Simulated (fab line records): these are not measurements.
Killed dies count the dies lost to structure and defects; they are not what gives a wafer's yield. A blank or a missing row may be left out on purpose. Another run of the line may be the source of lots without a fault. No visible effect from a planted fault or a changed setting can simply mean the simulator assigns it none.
Matching of chambers    flow n5 finfet    rie diel-06 running N5_BEOL_M8_STRIP_67: 4 sister chambers
The step strips in CF4. 14 wafers are shown with their chamber, then 7 later ones without.

== EACH WAFER AND ITS CHAMBER ==
wafer   chamber  showerhead plenum p Torr (Torr)  drypump motor current A (A)  throttle valve pct (%)
L988.2  0        1.89                             5.3                          13.40
L988.4  2        1.88                             5.4                          13.51
L988.5  2        1.88                             5.4                          13.50
L987.1  3        1.88                             5.2                          13.44
L987.3  2        1.88                             5.4                          13.49
L987.4  1        1.73                             6.7                          13.67
L990.2  0        1.89                             5.3                          13.44
L990.3  1        1.73                             6.7                          13.68
L990.5  3        1.88                             5.1                          13.47
L992.2  0        1.89                             5.3                          13.44
L992.3  1        1.73                             6.7                          13.67
L992.5  1        1.73                             6.7                          13.70
L995.1  1        1.73                             6.6                          13.69
L995.2  2        1.87                             5.4                          13.53

SIGNATURES (means of the wafers above)
reading                   chamber 0  chamber 1  chamber 2  chamber 3  scatter within a chamber
showerhead plenum p Torr  1.8900     1.7300     1.8775     1.8800     0.00274
drypump motor current A   5.300      6.680      5.400      5.150      0.0361
throttle valve pct        13.4267    13.6820    13.5075    13.4550    0.0175
Rule: distance of a wafer from a chamber = root of the sum over the readings of ((wafer's reading minus chamber's mean) / reading's scatter) squared. If the next closest chamber is less than 2 further off than the closest, the wafer can't be placed; otherwise it belongs to the closest. How the scatter is found: for the shown wafers, subtract from each reading the mean of its chamber, square and add these, divide the total by (wafers less chambers), then take the root.

== WAFERS WITH NO CHAMBER GIVEN ==
wafer   showerhead plenum p Torr (Torr)  drypump motor current A (A)  throttle valve pct (%)
L995.4  1.87                             5.1                          13.47
L100.4  1.87                             5.4                          13.57
L100.5  1.73                             6.7                          13.72
L100.6  1.88                             5.3                          13.47
L108.1  1.86                             5.1                          13.54
L108.3  1.72                             6.6                          13.76
L108.5  1.88                             5.3                          13.50

== EACH ONE'S CHAMBER ==
wafer   from the rows above           in truth
L995.4  3                             3
L100.4  2                             2
L100.5  1                             1
L100.6  can't be placed: 2 or 3 or 0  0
L108.1  can't be placed: 3 or 2       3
L108.3  1                             1
L108.5  can't be placed: 2 or 3       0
Correct placement for 4 of the 7. These rows do not allow placing 3 (true chamber among the candidates in 2). Placed wrongly: 0.
